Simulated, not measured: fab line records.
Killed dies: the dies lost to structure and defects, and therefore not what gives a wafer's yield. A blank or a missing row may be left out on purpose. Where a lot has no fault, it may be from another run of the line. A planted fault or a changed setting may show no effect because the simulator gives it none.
Lot-split experiment -- flow n5Finfet -- 21 wafers read from 7 lots, route of 1938 steps

== ON THE SPLIT ==
At N5_BEOL_M11_ETCH_66 (etches SOC in N2/H2, target depth 120 nm, overetch 24 nm, time 180 s), the setting timeS was moved away from the recipe's 180 s on 8 of the 21 wafers read, by -21.9% to +18.1%. For the rest of the wafers, this setting stayed at what the recipe calls for.

The reading is taken at the split's own step.

== THE READING ==
SiARC_of_BEOL_M11_COAT_64.thkNm (the simulator's own value, which no gauge read), in nm, at N5_BEOL_M11_ETCH_66 (etches SOC in N2/H2, target depth 120 nm, overetch 24 nm, time 180 s). The file gives no usual value for it. Across the 13 wafers here that went through the recipe, the average is 22.8 nm and the standard deviation 0.23 nm.

wafer,"tool, chamber at the split","timeS as run, s",against the recipe,"SiARC_of_BEOL_M11_COAT_64.thkNm, nm",against lot-mates on the recipe
L074.3,"rieDiel-03, 1",180,recipe,22.4,-
L074.5,"rieDiel-03, 1",180,recipe,22.6,-
L074.6,"rieDiel-03, 2",180,recipe,22.8,-
L076.1,"rieDiel-03, 3",212.6,+18.1%,21.8,-1.1
L076.3,"rieDiel-03, 2",180,recipe,22.8,-
L076.5,"rieDiel-03, 3",180,recipe,23,-
L080.1,"rieDiel-02, 3",180,recipe,22.4,-
L080.3,"rieDiel-02, 2",180,recipe,22.6,-
L080.4,"rieDiel-02, 1",167.9,-6.7%,23,+0.5
L083.1,"rieDiel-03, 0",180,recipe,22.8,-
L083.4,"rieDiel-03, 3",180,recipe,23.2,-
L083.5,"rieDiel-03, 2",180,recipe,23,-
L087.1,"rieDiel-03, 0",201.7,+12.1%,21.6,-1.2
L087.5,"rieDiel-03, 3",201.7,+12.1%,22.2,-0.6
L087.6,"rieDiel-03, 2",180,recipe,22.8,-
L090.1,"rieDiel-04, 2",140.6,-21.9%,24.4,+1.5
L090.5,"rieDiel-04, 1",180,recipe,22.8,-
L090.6,"rieDiel-04, 2",180,recipe,23,-
L093.2,"rieDiel-03, 2",199.6,+10.9%,21.8,no lot-mate on the recipe
L093.4,"rieDiel-03, 0,1",199.6,+10.9%,21.6,no lot-mate on the recipe
L093.6,"rieDiel-03, 0,1",199.6,+10.9%,21.6,no lot-mate on the recipe
If several chambers appear in one row, that row covers several wafers at once and the file leaves open which wafer was in which chamber.

THE FIT
A straight line over all 21 wafers: SiARC_of_BEOL_M11_COAT_64.thkNm changes by -0.0738 nm for each +1% of timeS; r = -0.92; the points scatter about the line by 0.27 nm.
The same after taking each lot's own level away (the mean of its wafers on the recipe; 18 wafers): -0.0681 nm for each +1%; r = -0.96; scatter 0.16 nm.
The reading moves by 1.5 nm for the largest change in timeS, on that fit.
Measured against the standard deviation above, the lots' own levels, which go from 22.50 to 23.00 nm, span 2.2 times it.
The two slopes agree, so the slope changes little with the lot-to-lot level.
Check: with one of the wafers moved furthest among these (-21.9%) left out of the fit, the line predicts +1.48 nm for it against its lot-mates. It came out at +1.5 nm against them.

== OTHER SPLITS APPLIED TO THESE WAFERS ==
Other splits were also applied to these wafers ahead of the reading. Each is held against what the fit with the lots' levels taken away leaves over:
other split on the same wafers,wafers away from the commonest value,r with SiARC_of_BEOL_M11_COAT_64.thkNm (lot level and that fit taken away)
N5_BEOL_M9_STRIP_19 powerW,9,+0.07
N5_BEOL_M11_PECVD_70 timeS,7,-0.04
N5_BEOL_M11_EXPOSE_08 doseMj,6,-0.10
N5_BEOL_M11_EXPOSE_25 doseMj,5,-0.04

== THE FILE'S OWN FIT ==
SiARC_of_BEOL_M11_COAT_64.thkNm changes by -0.0671 nm for each +1% of timeS, r = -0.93.
